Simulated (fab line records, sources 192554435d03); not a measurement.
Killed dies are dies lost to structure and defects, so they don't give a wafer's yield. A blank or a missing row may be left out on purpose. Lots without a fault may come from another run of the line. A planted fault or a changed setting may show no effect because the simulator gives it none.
Which tool did it? | flow n5_finfet | 24 lots, 72 wafers sampled, at 4 steps of a route of 1938

WHAT THE GAUGES READ, wafer by wafer
N5_BEOL_M4_CD_MEAS_35: target cd 18 nm, target cd y 22.4 nm. Usual: cd_nm 18.0 nm, standard deviation 0.33.
lot  | measured     | on        | cd_nm (nm)     | flag
L074 | day 7 20:22  | cd_sem-01 | 17.7 18.2 18.2 |
L075 | day 7 22:49  | cd_sem-01 | 17.9 18.4 18.1 |
L076 | day 8 03:36  | cd_sem-02 | 18.0 18.5 18.2 |
L077 | day 8 14:02  | cd_sem-03 | 18.0 18.2 18.5 |
L078 | day 8 19:51  | cd_sem-02 | 17.7 17.6 18.1 |
L080 | day 9 03:00  | cd_sem-01 | 17.8 18.2 18.1 |
L079 | day 9 05:40  | cd_sem-02 | 17.9 17.7 17.9 |
L081 | day 9 13:23  | cd_sem-02 | 17.7 17.5 17.7 |
L082 | day 9 16:04  | cd_sem-02 | 17.7 18.3 17.6 |
L084 | day 9 22:55  | cd_sem-03 | 18.3 18.0 17.9 |
L083 | day 10 03:28 | cd_sem-01 | 17.6 17.6 17.6 |
L085 | day 10 08:56 | cd_sem-02 | 18.6 18.5 18.3 |
L086 | day 10 19:15 | cd_sem-03 | 18.6 18.6 17.9 |
L087 | day 11 10:56 | cd_sem-03 | 17.6 18.1 18.0 |
L088 | day 11 14:10 | cd_sem-02 | 18.2 18.3 18.3 |
L089 | day 11 14:28 | cd_sem-03 | 18.6 18.2 18.4 |
L090 | day 11 17:02 | cd_sem-02 | 17.9 17.7 17.8 |
L092 | day 11 18:11 | cd_sem-02 | 17.5 17.9 17.2 |
L091 | day 11 22:13 | cd_sem-01 | 17.9 18.3 18.3 |
L093 | day 12 15:44 | cd_sem-03 | 18.0 17.9 17.9 |
L094 | day 12 18:24 | cd_sem-03 | 18.1 18.5 18.2 |
L096 | day 13 08:09 | cd_sem-02 | 17.8 18.1 17.9 |
L095 | day 13 11:24 | cd_sem-03 | 17.7 18.4 17.8 |
L097 | day 13 14:08 | cd_sem-01 | 17.8 17.8 17.9 |

WHICH TOOL RAN EACH LOT (tool, then ch and the chambers of the sampled wafers, then the start)
lot  | N5_BEOL_M4_ETCHBACK_99             | N5_BEOL_M4_STRIP_36                | N5_BEOL_M4_TRENCH_ETCH_37
L074 | rie_diel-03 ch 0,1,2, day 7 19:49  | rie_diel-03 ch 0,1,2, day 7 20:02  | rie_diel-03 ch 0,1,2, day 7 20:22 or earlier
L075 | rie_diel-06 ch 0,1,2, day 7 22:15  | rie_diel-06 ch 0,1,2, day 7 22:28  | rie_diel-06 ch 0,1,2, day 7 22:49 or earlier
L076 | rie_diel-06 ch 2,3, day 8 03:03    | rie_diel-06 ch 2,3, day 8 03:15    | rie_diel-06 ch 2,3, day 8 03:36 or earlier
L077 | rie_diel-06 ch 0,1, day 8 13:29    | rie_diel-06 ch 0,1, day 8 13:41    | rie_diel-06 ch 0,1, day 8 14:02 or earlier
L078 | rie_diel-03 ch 0,3, day 8 19:18    | rie_diel-03 ch 0,3, day 8 19:30    | rie_diel-03 ch 0,3, day 8 19:51 or earlier
L080 | rie_diel-03 ch 0,1,3, day 9 02:27  | rie_diel-03 ch 0,1,3, day 9 02:40  | rie_diel-03 ch 0,1,3, day 9 03:00 or earlier
L079 | rie_diel-03 ch 1,3, day 9 05:07    | rie_diel-03 ch 1,3, day 9 05:19    | rie_diel-03 ch 1,3, day 9 05:40 or earlier
L081 | rie_diel-04 ch 2,3, day 9 12:51    | rie_diel-04 ch 2,3, day 9 13:03    | rie_diel-04 ch 2,3, day 9 13:23 or earlier
L082 | rie_diel-04 ch 1,2, day 9 15:31    | rie_diel-04 ch 1,2, day 9 15:43    | rie_diel-04 ch 1,2, day 9 16:04 or earlier
L084 | rie_diel-03 ch 0,2, day 9 22:22    | rie_diel-03 ch 0,2, day 9 22:35    | rie_diel-03 ch 0,2, day 9 22:55 or earlier
L083 | rie_diel-04 ch 0,2, day 10 02:55   | rie_diel-04 ch 0,2, day 10 03:07   | rie_diel-04 ch 0,2, day 10 03:28 or earlier
L085 | rie_diel-03 ch 2,3, day 10 08:22   | rie_diel-03 ch 2,3, day 10 08:34   | rie_diel-03 ch 2,3, day 10 08:56 or earlier
L086 | rie_diel-03 ch 0,1,2, day 10 18:41 | rie_diel-03 ch 0,1,2, day 10 18:53 | rie_diel-03 ch 0,1,2, day 10 19:15 or earlier
L087 | rie_diel-03 ch 0,1,3, day 11 10:17 | rie_diel-03 ch 0,1,3, day 11 10:30 | rie_diel-03 ch 0,1,3, day 11 10:56 or earlier
L088 | rie_diel-06 ch 0,1,3, day 11 13:37 | rie_diel-06 ch 0,1,3, day 11 13:49 | rie_diel-06 ch 0,1,3, day 11 14:10 or earlier
L089 | rie_diel-03 ch 0,1,3, day 11 13:49 | rie_diel-03 ch 0,1,3, day 11 14:02 | rie_diel-03 ch 0,1,3, day 11 14:28 or earlier
L090 | rie_diel-04 ch 0,1, day 11 16:29   | rie_diel-04 ch 0,1, day 11 16:41   | rie_diel-04 ch 0,1, day 11 17:02 or earlier
L092 | rie_diel-03 ch 1,2,3, day 11 17:38 | rie_diel-03 ch 1,2,3, day 11 17:50 | rie_diel-03 ch 1,2,3, day 11 18:11 or earlier
L091 | rie_diel-04 ch 1,2,3, day 11 21:39 | rie_diel-04 ch 1,2,3, day 11 21:51 | rie_diel-04 ch 1,2,3, day 11 22:13 or earlier
L093 | rie_diel-03 ch 0,3, day 12 15:11   | rie_diel-03 ch 0,3, day 12 15:23   | rie_diel-03 ch 0,3, day 12 15:44 or earlier
L094 | rie_diel-04 ch 0,3, day 12 17:51   | rie_diel-04 ch 0,3, day 12 18:04   | rie_diel-04 ch 0,3, day 12 18:24 or earlier
L096 | rie_diel-04 ch 0,1,3, day 13 07:36 | rie_diel-04 ch 0,1,3, day 13 07:48 | rie_diel-04 ch 0,1,3, day 13 08:09 or earlier
L095 | rie_diel-03 ch 0,1,3, day 13 10:50 | rie_diel-03 ch 0,1,3, day 13 11:02 | rie_diel-03 ch 0,1,3, day 13 11:24 or earlier
L097 | rie_diel-03 ch 0,1,3, day 13 13:35 | rie_diel-03 ch 0,1,3, day 13 13:47 | rie_diel-03 ch 0,1,3, day 13 14:08 or earlier
- N5_BEOL_M4_ETCHBACK_99: etches SiO2 in CHF3, target depth 5 nm, time 10.4 s.
- N5_BEOL_M4_STRIP_36: strips in N2/H2.
- N5_BEOL_M4_TRENCH_ETCH_37: etches SiOC in C4F6/O2, target depth 55.555 nm, time 29.2 s.

WHAT THE TOOLS THEMSELVES READ (means of the sampled wafers that have a number; where no wafer has one, the mark that the record gives instead)
N5_BEOL_M4_ETCHBACK_99. Usual: drypump_motor_current_A 5.5 A, standard deviation 0.31; oes_product_au 0.84 a.u., standard deviation 0.072; rf_fwd_power_W 212.7 W, standard deviation 1.1; rf_vpp_V 241.1 V, standard deviation 2.8; showerhead_plenum_p_Torr 2.17 Torr, standard deviation 0.067; throttle_valve_pct 17.01 %, standard deviation 0.25.
lot  | tool        | drypump_motor_current_A (A) | oes_product_au (a.u.) | rf_fwd_power_W (W) | rf_vpp_V (V) | showerhead_plenum_p_Torr (Torr) | throttle_valve_pct (%) | flag
L074 | rie_diel-03 | 5.5                         | 0.82                  | 212.2              | 241.6        | 2.18                            | 16.96                  |
L075 | rie_diel-06 | 5.3                         | 0.76                  | 212.9              | 237.7        | 2.10                            | 17.18                  |
L076 | rie_diel-06 | 5.5                         | 0.78                  | 212.0              | 241.4        | 2.14                            | 17.25                  |
L077 | rie_diel-06 | 5.4                         | 0.75                  | 213.3              | 238.4        | 2.09                            | 17.22                  |
L078 | rie_diel-03 | 5.2                         | 0.91                  | 213.5              | 239.4        | 2.14                            | 17.11                  |
L080 | rie_diel-03 | 5.4                         | 0.84                  | 212.3              | 241.2        | 2.15                            | 17.16                  |
L079 | rie_diel-03 | 5.6                         | 0.78                  | 212.4              | 243.0        | 2.15                            | 17.19                  |
L081 | rie_diel-04 | 5.5                         | 0.87                  | 212.0              | 241.0        | 2.19                            | 16.59                  |
L082 | rie_diel-04 | 5.7                         | 0.91                  | 212.0              | 241.0        | 2.20                            | 16.79                  |
L084 | rie_diel-03 | 5.5                         | 0.86                  | 211.2              | 242.4        | 2.23                            | 16.83                  |
L083 | rie_diel-04 | 5.5                         | 0.81                  | 213.1              | 240.7        | 2.24                            | 17.05                  |
L085 | rie_diel-03 | 5.7                         | 0.91                  | 213.0              | 244.3        | 2.23                            | 17.04                  |
L086 | rie_diel-03 | 5.4                         | 0.88                  | 212.4              | 242.2        | 2.17                            | 16.86                  |
L087 | rie_diel-03 | 5.4                         | 0.88                  | 212.6              | 241.6        | 2.14                            | 17.04                  |
L088 | rie_diel-06 | 5.8                         | 0.71                  | 213.5              | 239.1        | 2.13                            | 17.23                  |
L089 | rie_diel-03 | 5.4                         | 0.88                  | 212.7              | 240.9        | 2.14                            | 17.04                  |
L090 | rie_diel-04 | 5.5                         | 0.82                  | 213.2              | 240.4        | 2.24                            | 17.17                  |
L092 | rie_diel-03 | 5.6                         | 0.90                  | 212.4              | 244.7        | 2.20                            | 16.91                  |
L091 | rie_diel-04 | 5.7                         | 0.85                  | 213.7              | 241.1        | 2.19                            | 16.73                  |
L093 | rie_diel-03 | 5.5                         | 0.87                  | 213.5              | 241.0        | 2.16                            | 17.21                  |
L094 | rie_diel-04 | 5.4                         | 0.80                  | 213.3              | 240.3        | 2.23                            | 17.08                  |
L096 | rie_diel-04 | 5.6                         | 0.83                  | 213.1              | 240.7        | 2.21                            | 16.96                  |
L095 | rie_diel-03 | 5.4                         | 0.87                  | 213.4              | 240.7        | 2.13                            | 17.05                  |
L097 | rie_diel-03 | 5.4                         | 0.86                  | 212.6              | 241.0        | 2.13                            | 17.08                  |

N5_BEOL_M4_STRIP_36. Usual: drypump_motor_current_A 5.5 A, standard deviation 0.31; n2_flow_sccm 200.1 sccm, standard deviation 0.62; oes_product_au 0.84 a.u., standard deviation 0.073; rf_vpp_V 59.2 V, standard deviation 1.5; showerhead_plenum_p_Torr 2.56 Torr, standard deviation 0.083; throttle_valve_pct 23.6 %, standard deviation 0.36.
lot  | tool        | drypump_motor_current_A (A) | n2_flow_sccm (sccm) | oes_product_au (a.u.) | rf_vpp_V (V) | showerhead_plenum_p_Torr (Torr) | throttle_valve_pct (%) | flag
L074 | rie_diel-03 | 5.5                         | 199.9               | 0.83                  | 58.4         | 2.56                            | 23.5                   |
L075 | rie_diel-06 | 5.3                         | 200.1               | 0.77                  | 59.6         | 2.48                            | 23.7                   |
L076 | rie_diel-06 | 5.5                         | 200.1               | 0.78                  | 59.5         | 2.51                            | 24.0                   |
L077 | rie_diel-06 | 5.4                         | 200.8               | 0.74                  | 59.3         | 2.47                            | 23.8                   |
L078 | rie_diel-03 | 5.3                         | 200.4               | 0.91                  | 58.3         | 2.52                            | 23.8                   |
L080 | rie_diel-03 | 5.5                         | 200.2               | 0.84                  | 59.2         | 2.53                            | 23.8                   |
L079 | rie_diel-03 | 5.6                         | 200.5               | 0.78                  | 59.3         | 2.54                            | 23.8                   |
L081 | rie_diel-04 | 5.6                         | 199.9               | 0.87                  | 59.6         | 2.58                            | 23.1                   |
L082 | rie_diel-04 | 5.7                         | 199.9               | 0.91                  | 58.4         | 2.59                            | 23.4                   |
L084 | rie_diel-03 | 5.5                         | 200.1               | 0.86                  | 58.9         | 2.62                            | 23.3                   |
L083 | rie_diel-04 | 5.5                         | 199.8               | 0.82                  | 60.0         | 2.65                            | 23.7                   |
L085 | rie_diel-03 | 5.7                         | 199.8               | 0.91                  | 58.5         | 2.63                            | 23.8                   |
L086 | rie_diel-03 | 5.4                         | 200.5               | 0.88                  | 57.9         | 2.55                            | 23.4                   |
L087 | rie_diel-03 | 5.4                         | 200.4               | 0.89                  | 58.1         | 2.52                            | 23.7                   |
L088 | rie_diel-06 | 5.8                         | 199.9               | 0.71                  | 58.1         | 2.52                            | 23.8                   |
L089 | rie_diel-03 | 5.5                         | 199.6               | 0.89                  | 58.8         | 2.52                            | 23.7                   |
L090 | rie_diel-04 | 5.5                         | 199.8               | 0.83                  | 59.7         | 2.65                            | 23.9                   |
L092 | rie_diel-03 | 5.7                         | 199.6               | 0.90                  | 60.1         | 2.59                            | 23.5                   |
L091 | rie_diel-04 | 5.6                         | 200.5               | 0.84                  | 59.3         | 2.58                            | 23.3                   |
L093 | rie_diel-03 | 5.5                         | 200.1               | 0.87                  | 60.6         | 2.55                            | 23.9                   |
L094 | rie_diel-04 | 5.4                         | 200.6               | 0.80                  | 58.9         | 2.64                            | 23.8                   |
L096 | rie_diel-04 | 5.5                         | 199.8               | 0.82                  | 58.5         | 2.61                            | 23.6                   |
L095 | rie_diel-03 | 5.5                         | 199.9               | 0.86                  | 58.9         | 2.51                            | 23.7                   |
L097 | rie_diel-03 | 5.4                         | 199.8               | 0.86                  | 58.6         | 2.51                            | 23.7                   |

N5_BEOL_M4_TRENCH_ETCH_37. Usual: C4F6_flow_sccm 10.00 sccm, standard deviation 0.034; drypump_motor_current_A 5.5 A, standard deviation 0.31; oes_product_au 0.84 a.u., standard deviation 0.071; rf_fwd_power_W 350.3 W, standard deviation 1.9; rf_vpp_V 666 V, standard deviation 7.6; showerhead_plenum_p_Torr 2.87 Torr, standard deviation 0.086; throttle_valve_pct 20.82 %, standard deviation 0.27.
lot  | tool        | C4F6_flow_sccm (sccm) | drypump_motor_current_A (A) | oes_product_au (a.u.) | rf_fwd_power_W (W) | rf_vpp_V (V) | showerhead_plenum_p_Torr (Torr) | throttle_valve_pct (%) | flag
L074 | rie_diel-03 | 10.00                 | 5.5                         | 0.82                  | 349.6              | 670          | 2.88                            | 20.77                  |
L075 | rie_diel-06 | 10.00                 | 5.3                         | 0.78                  | 349.8              | 659          | 2.79                            | 20.97                  |
L076 | rie_diel-06 | 10.01                 | 5.5                         | 0.78                  | 347.9              | 666          | 2.83                            | 21.08                  |
L077 | rie_diel-06 | 10.00                 | 5.4                         | 0.74                  | 351.4              | 657          | 2.77                            | 20.99                  |
L078 | rie_diel-03 | 9.98                  | 5.3                         | 0.91                  | 350.8              | 662          | 2.83                            | 20.95                  |
L080 | rie_diel-03 | 10.00                 | 5.5                         | 0.83                  | 351.2              | 667          | 2.83                            | 20.96                  |
L079 | rie_diel-03 | 10.01                 | 5.6                         | 0.78                  | 349.2              | 672          | 2.84                            | 20.98                  |
L081 | rie_diel-04 | 10.00                 | 5.6                         | 0.87                  | 350.1              | 665          | 2.89                            | 20.37                  |
L082 | rie_diel-04 | 9.97                  | 5.8                         | 0.91                  | 351.2              | 667          | 2.91                            | 20.61                  |
L084 | rie_diel-03 | 9.99                  | 5.5                         | 0.86                  | 347.8              | 672          | 2.94                            | 20.64                  |
L083 | rie_diel-04 | 10.02                 | 5.5                         | 0.81                  | 351.1              | 666          | 2.95                            | 20.87                  |
L085 | rie_diel-03 | 10.01                 | 5.7                         | 0.90                  | 349.1              | 675          | 2.95                            | 20.90                  |
L086 | rie_diel-03 | 9.99                  | 5.4                         | 0.88                  | 348.7              | 670          | 2.87                            | 20.68                  |
L087 | rie_diel-03 | 10.00                 | 5.5                         | 0.89                  | 350.3              | 666          | 2.83                            | 20.87                  |
L088 | rie_diel-06 | 10.01                 | 5.8                         | 0.71                  | 351.7              | 662          | 2.83                            | 21.00                  |
L089 | rie_diel-03 | 10.01                 | 5.5                         | 0.88                  | 350.6              | 666          | 2.83                            | 20.87                  |
L090 | rie_diel-04 | 10.01                 | 5.5                         | 0.83                  | 351.7              | 666          | 2.96                            | 21.00                  |
L092 | rie_diel-03 | 10.00                 | 5.6                         | 0.89                  | 349.0              | 674          | 2.91                            | 20.73                  |
L091 | rie_diel-04 | 10.01                 | 5.6                         | 0.86                  | 351.8              | 665          | 2.89                            | 20.51                  |
L093 | rie_diel-03 | 9.99                  | 5.5                         | 0.87                  | 350.0              | 666          | 2.86                            | 21.03                  |
L094 | rie_diel-04 | 9.97                  | 5.4                         | 0.80                  | 352.1              | 664          | 2.94                            | 20.89                  |
L096 | rie_diel-04 | 9.99                  | 5.5                         | 0.83                  | 351.8              | 665          | 2.92                            | 20.77                  |
L095 | rie_diel-03 | 10.03                 | 5.5                         | 0.85                  | 351.0              | 666          | 2.82                            | 20.90                  |
L097 | rie_diel-03 | 10.01                 | 5.5                         | 0.86                  | 349.2              | 667          | 2.82                            | 20.90                  |

THE ANSWER, worked out from the rows above alone
Rule: a lot is off if the mean of its wafers that have a number lies more than 3 standard deviations from the usual mean. A lot without any number at a reading at which 4 lots or more have one is off too. The other lots that the step has rows for count as sound. The gauges are gone through in route order, then the tools' own readings, and for those a lot's mean is taken as printed above. The first step at which some lot is off is used, and at that step the reading that is off furthest; a lot without a number counts as furthest.
No lot is off at any reading shown: from this, nothing can be told.

WHAT THE SIMULATOR HAD PUT IN
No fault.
